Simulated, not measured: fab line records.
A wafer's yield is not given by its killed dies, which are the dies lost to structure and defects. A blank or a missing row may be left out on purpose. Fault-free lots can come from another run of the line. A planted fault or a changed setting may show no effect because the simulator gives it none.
fab line records	flow nand_harc
record: lots: 13	wafers: 39	last_day: 33
route steps=1302 shown A_M0@1147
lots that met no fault: from a run of the same line without faults
start_h: hours from the record's first day to the start of the lot's first wafer shown	wait_h: hours since the lot's step before	" unchanged from the row above	L1.1+2: several wafers, shown together as one row	- either no value or no given start	* or withheld: withheld	< > ~ a bound
route shown NAME@n: names a module that has steps shown in the file, with the first one's number in the route	usual: mean/standard deviation taken from wafers without a fault	same: alike in all rows	chamber/n: place in a boat	sites: per-site readings	_std_site: how widely they spread, as a standard deviation	_edge_site: mean of outer sites minus mean of inner sites	radius_mm: for every site, how far away it sits from the centre of the wafer	mask NAME#n: copy n	behind: the last tool/chamber to shape the wafer	hold: reason for holding the lot/hours on hold/outcome of the hold	device: the n, p or np transistor that did not switch	end of line: tests run on the same wafers once the route is complete	step lacking rows: just its recipe	killed: at the first sort, the dies lost to defects and structure; wafer yield is something else	map: the dies of a wafer, with x for killed, . for not killed, _ for no die there
set.NAME: the run value of the setting; set.NAME@STEP: its run value at that earlier step	model.NAME: the simulator's own value behind a step, which no gauge read
one table for each step of the route and one row for each wafer, over a sample of lots
services: from which hour (start_h, from the record's first day; less than 0 if before it) a tool's chamber was out of use, for how many hours, and why
== steps ==
step: NHARC_A_M0_CD_MEAS_09
recipe: target_cd_nm: 80	landing_energy_ev: 500
usual: cd_nm: 80.0/0.71
lot.wafer	tool	chamber	start_h	wait_h	cd_nm
L401.2	cd_sem-01	0	527.24	-	80.2
L401.3	"	0	"	"	79.7
L401.6	"	0	"	"	80.5
L402.3	cd_sem-03	0	541.26	-	78.6
L402.4	"	0	"	"	79.8
L402.6	"	0	"	"	79.3
L404.1	cd_sem-01	0	544.28	-	79.3
L404.4	"	0	"	"	79.4
L404.5	"	0	"	"	79.4
L403.1	cd_sem-03	0	549.32	-	79.7
L403.5	"	0	"	"	80.6
L403.6	"	0	"	"	78.5
L406.1	cd_sem-02	0	572.58	-	80.8
L406.4	"	0	"	"	79.6
L406.6	"	0	"	"	80.5
L407.1	cd_sem-02	0	598.76	-	81.1
L407.2	"	0	"	"	81.2
L407.5	"	0	"	"	81.5
L409.1	cd_sem-02	0	600.71	-	80.8
L409.3	"	0	"	"	80.8
L409.6	"	0	"	"	80.1
L408.1	cd_sem-02	0	613.87	-	79.8
L408.4	"	0	"	"	79.6
L408.6	"	0	"	"	78.9
L410.2	cd_sem-01	0	615.57	-	80.2
L410.3	"	0	"	"	79.7
L410.4	"	0	"	"	80.9
L411.1	cd_sem-01	0	629.48	-	80.8
L411.2	"	0	"	"	79.7
L411.6	"	0	"	"	80.0
L413.4	cd_sem-03	0	633.61	-	79.7
L413.5	"	0	"	"	79.7
L413.6	"	0	"	"	79.5
L419.2	cd_sem-01	0	706.78	-	79.9
L419.3	"	0	"	"	79.7
L419.4	"	0	"	"	80.7
L424.1	cd_sem-02	0	733.63	-	79.3
L424.2	"	0	"	"	79.6
L424.3	"	0	"	"	79.8
step: NHARC_A_M0_ETCH_15
recipe: target_depth_a: 1500	overetch_a: 150	time_s: 82.5	c4f8_flow_sccm: withheld	ar_flow_sccm: 400	rf_w: 600	bias_w: 300	chemistry: C4F8/Ar
usual: oes_product_au: 0.957/0.024	rf_vpp_V: 440.5/2.1	run_length_s: 104.0/0.36
lot.wafer	tool	chamber	start_h	wait_h	oes_product_au	rf_hours_counter_h	rf_vpp_V	run_length_s
L401.2	rie_diel-03	3	527.59	-	0.964	1.8	441.0	103.6
L401.3	"	1	"	"	0.958	1.8	443.1	103.8
L401.6	"	3	"	"	0.968	-	442.2	103.5
L402.3	rie_diel-07	2	541.62	-	0.977	2.4	440.2	104.2
L402.4	"	0	"	"	0.954	2.7	443.0	104.2
L402.6	"	3	"	"	0.952	-	440.7	103.3
L404.1	rie_diel-03	0	544.65	-	0.995	2.8	443.2	104.5
L404.4	"	1	"	"	0.950	2.7	442.8	103.7
L404.5	"	3	"	"	0.963	-	440.8	103.8
L403.1	rie_diel-03	3	549.69	-	0.980	3.0	441.3	103.7
L403.5	"	1	"	"	0.950	-	440.0	104.2
L403.6	"	2	"	"	0.973	-	441.5	104.3
L406.4	rie_diel-08	0	572.94	-	0.986	0.8	438.4	103.8
L406.1	"	1	"	"	0.956	0.7	442.6	104.3
L406.6	"	1	"	"	0.967	-	440.7	104.5
L407.2	rie_diel-03	3	599.15	-	0.924	6.3	441.5	103.6
L407.1	"	2	"	"	0.920	6.7	439.1	104.2
L407.5	"	3	"	"	0.908	-	440.7	104.0
L409.3	rie_diel-03	3	601.10	-	0.964	6.6	442.2	103.7
L409.1	"	2	"	"	0.972	7.0	440.7	103.9
L409.6	"	1	"	"	0.961	-	443.2	103.8
L408.1	rie_diel-08	1	614.27	-	0.949	4.0	440.4	103.9
L408.4	"	0	"	"	0.975	-	439.0	103.7
L408.6	"	1	"	"	0.963	-	441.5	103.8
L410.2	rie_diel-03	3	615.92	-	0.949	7.2	442.1	103.8
L410.3	"	0	"	"	0.965	3.5	444.5	104.2
L410.4	"	1	"	"	0.918	7.1	442.2	103.7
L411.1	rie_diel-03	3	629.86	-	0.931	8.3	438.9	103.9
L411.2	"	0	"	"	0.949	4.2	443.1	104.1
L411.6	"	2	"	"	0.935	-	441.1	104.6
L413.4	rie_diel-03	3	633.99	-	0.976	8.5	441.3	103.7
L413.6	"	0	"	"	1.009	-	443.7	104.2
L413.5	"	1	"	"	0.947	-	442.2	103.7
L419.3	rie_diel-03	2	707.13	-	0.947	3.4	440.8	104.1
L419.4	"	3	"	"	0.964	3.2	441.2	103.6
L419.2	"	0	"	"	0.998	2.5	442.8	96.0
L424.3	rie_diel-07	2	734.02	-	0.927	4.1	440.9	104.5
L424.2	"	3	"	"	0.925	4.3	442.8	103.1
L424.1	"	1	"	"	0.915	3.2	441.5	104.5
step: NHARC_A_M0_STRIP_18
recipe: power_w: 1000	n2_flow_sccm: 150	h2_flow_sccm: 150	ar_flow_sccm: 0	bias_w: 0	chemistry: N2/H2
usual: drypump_motor_current_A: 5.8/0.31	oes_product_au: 1.002/0.013	rf_vpp_V: 90.5/0.83	showerhead_plenum_p_Torr: 2.02/0.067	throttle_valve_pct: 14.171/0.0087
lot.wafer	tool	chamber	start_h	wait_h	drypump_motor_current_A	oes_product_au	rf_hours_counter_h	rf_vpp_V	showerhead_plenum_p_Torr	throttle_valve_pct
L401.2	rie_diel-08	2	527.79	0.1	5.7	0.995	4.2	90.2	1.92	14.178
L401.3	"	0	"	"	5.9	1.016	5.0	90.0	1.92	14.175
L401.6	"	3	"	"	5.3	1.004	-	89.3	1.90	14.167
L402.4	rie_diel-07	1	541.82	0.1	6.0	0.990	2.1	90.4	2.02	14.176
L402.3	"	3	"	"	5.4	0.989	3.1	90.3	2.06	14.180
L402.6	"	2	"	"	5.5	1.006	-	91.4	2.02	14.180
L404.1	rie_diel-07	3	544.84	0.1	5.4	0.998	3.6	91.0	2.06	14.169
L404.4	"	0	"	"	6.3	0.998	3.7	93.0	2.09	14.160
L404.5	"	0	"	"	6.3	0.994	-	90.6	2.09	14.163
L403.1	rie_diel-03	1	549.90	0.1	6.1	0.988	3.0	91.2	2.07	14.172
L403.6	"	0	"	"	5.5	1.037	-	90.3	2.12	14.179
L403.5	"	1	"	"	6.1	0.976	-	90.6	2.07	14.169
L406.1	rie_diel-03	1	573.15	0.1	6.1	0.991	3.6	90.3	2.07	14.178
L406.6	"	2	"	"	6.2	1.009	-	90.8	2.05	14.179
L406.4	"	3	"	"	5.7	1.001	-	90.6	2.04	14.172
L407.2	rie_diel-08	3	599.41	0.1	5.3	0.991	3.1	89.3	1.89	14.177
L407.1	"	0	"	"	5.9	1.011	2.7	89.8	1.92	14.170
L407.5	"	1	"	"	5.5	0.997	-	91.1	2.06	14.178
L409.1	rie_diel-03	1	601.32	0.1	6.1	0.973	6.6	90.2	2.07	14.180
L409.3	"	3	"	"	5.7	0.998	6.6	90.7	2.04	14.176
L409.6	"	1	"	"	6.1	0.987	-	89.6	2.07	14.182
L408.1	rie_diel-03	0	614.50	0.1	5.5	1.029	3.4	91.7	2.12	14.153
L408.4	"	1	"	"	6.1	0.984	7.0	91.7	2.07	14.161
L408.6	"	3	"	"	5.7	1.003	-	90.4	2.04	14.175
L410.3	rie_diel-07	0	616.12	0.1	6.2	1.011	6.6	90.3	2.09	14.165
L410.4	"	1	"	"	6.0	0.985	8.0	91.2	2.02	14.196
L410.2	"	2	"	"	5.5	1.019	7.8	89.7	2.02	14.177
L411.2	rie_diel-08	3	630.09	0.1	5.4	0.991	5.0	91.5	1.89	14.162
L411.1	"	0	"	"	5.9	1.016	4.6	90.0	1.92	14.169
L411.6	"	1	"	"	5.5	0.991	-	89.3	2.06	14.172
L413.4	rie_diel-03	3	634.19	0.1	5.8	1.004	8.6	89.7	2.04	14.188
L413.6	"	2	"	"	6.2	1.006	-	90.7	2.04	14.165
L413.5	"	3	"	"	5.8	1.001	-	91.2	2.04	14.170
L419.2	rie_diel-07	2	707.33	0.1	5.6	1.015	2.4	92.4	2.02	14.157
L419.4	"	0	"	"	6.2	1.005	1.7	90.4	2.08	14.151
L419.3	"	1	"	"	6.0	1.000	1.8	90.5	2.02	14.168
L424.1	rie_diel-08	0	734.24	0.1	5.9	1.013	0.3	89.8	1.91	14.184
L424.2	"	2	"	"	5.7	1.000	0.5	90.2	1.92	14.178
L424.3	"	3	"	"	5.3	0.993	0.3	90.6	1.89	14.166
step: NHARC_A_M0_DEGAS_28
recipe: temp_c: 250	time_s: 60
usual: heater_power_w: 334/24
lot.wafer	tool	chamber	start_h	wait_h	heater_power_w
L401.3	pvd_sputter-01	-	528.34	-	332
L401.2	"	-	"	"	309
L401.6	"	-	"	"	301
L402.3	pvd_sputter-03	-	542.36	-	391
L402.4	"	-	"	"	336
L402.6	"	-	"	"	383
L404.4	pvd_sputter-01	-	545.39	-	311
L404.1	"	-	"	"	347
L404.5	"	-	"	"	298
L403.1	pvd_sputter-02	-	550.44	-	350
L403.5	"	-	"	"	322
L403.6	"	-	"	"	306
L406.4	pvd_sputter-03	-	573.76	-	337
L406.1	"	-	"	"	334
L406.6	"	-	"	"	383
L407.2	pvd_sputter-02	-	599.90	-	323
L407.1	"	-	"	"	335
L407.5	"	-	"	"	313
L409.3	pvd_sputter-01	-	601.92	-	329
L409.1	"	-	"	"	324
L409.6	"	-	"	"	317
L408.1	pvd_sputter-01	-	615.01	-	313
L408.4	"	-	"	"	371
L408.6	"	-	"	"	363
L410.2	pvd_sputter-02	-	616.66	-	308
L410.4	"	-	"	"	327
L410.3	"	-	"	"	319
L411.1	pvd_sputter-01	-	630.58	-	369
L411.2	"	-	"	"	357
L411.6	"	-	"	"	358
L413.4	pvd_sputter-01	-	634.73	-	358
L413.6	"	-	"	"	363
L413.5	"	-	"	"	324
L419.4	pvd_sputter-01	-	707.87	-	314
L419.3	"	-	"	"	326
L419.2	"	-	"	"	348
L424.2	pvd_sputter-02	-	734.79	-	344
L424.1	"	-	"	"	316
L424.3	"	-	"	"	306
== services ==
tool	chamber	start_h	hours	kind
pvd_sputter-01	-	504.48	5.1	repair
rie_diel-03	0	516.35	-	clean
rie_diel-03	1	516.35	-	clean
rie_diel-03	2	516.35	-	clean
pvd_sputter-03	-	526.00	10.0	pm
rie_diel-08	2	529.04	7.2	repair
rie_diel-08	0	541.20	3.1	repair
rie_diel-08	-	544.80	9.0	pm
rie_diel-03	0	554.79	49.0	repair
rie_diel-07	0	561.07	2.4	repair
pvd_sputter-01	-	573.23	5.5	repair
rie_diel-07	-	575.60	2.2	repair
pvd_sputter-01	-	582.00	10.0	pm
pvd_sputter-03	-	594.18	1.0	repair
rie_diel-08	2	610.55	16.5	repair
rie_diel-08	1	632.83	15.1	repair
rie_diel-03	-	635.35	9.0	pm
rie_diel-07	1	646.45	7.2	repair
rie_diel-07	-	648.20	9.0	pm
pvd_sputter-03	-	662.63	1.1	repair
rie_diel-08	0	689.96	8.1	repair
pvd_sputter-03	-	704.00	10.0	pm
rie_diel-08	-	721.80	9.0	pm
rie_diel-07	0	727.23	15.4	repair
== key ==
first_sign: step: NHARC_A_M0_ETCH_15	reading: run_length_s	direction: down	sigmas: 22	usual: *	struck: *
effect none on later readings
met_at NHARC_A_M0_ETCH_15
struck_lots L419
struck_wafers L419.2
later_rows_left_out L419.2
sort_left_out L419.2
not_acting_at NHARC_A_M0_CD_MEAS_09,NHARC_A_M0_STRIP_18,NHARC_A_M0_DEGAS_28
onset_between 633.99 707.13
fault: kind: process_parameter_drift	tool: rie_diel-03	chamber: -	onset_h: 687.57	steps: NHARC_A_M0_ETCH_15	channel: time_s	offset: *	shape: step	end_h: 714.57	scope: struck_wafers_only	acts_in: *	stated: *
sort_left_out: the simulated sort isn't trusted on such a fault, so these wafers' sort isn't shown, and their yield isn't known
later_rows_left_out: the simulator's readings of these wafers behind a module that went badly wrong aren't trusted and aren't shown, but for the sort
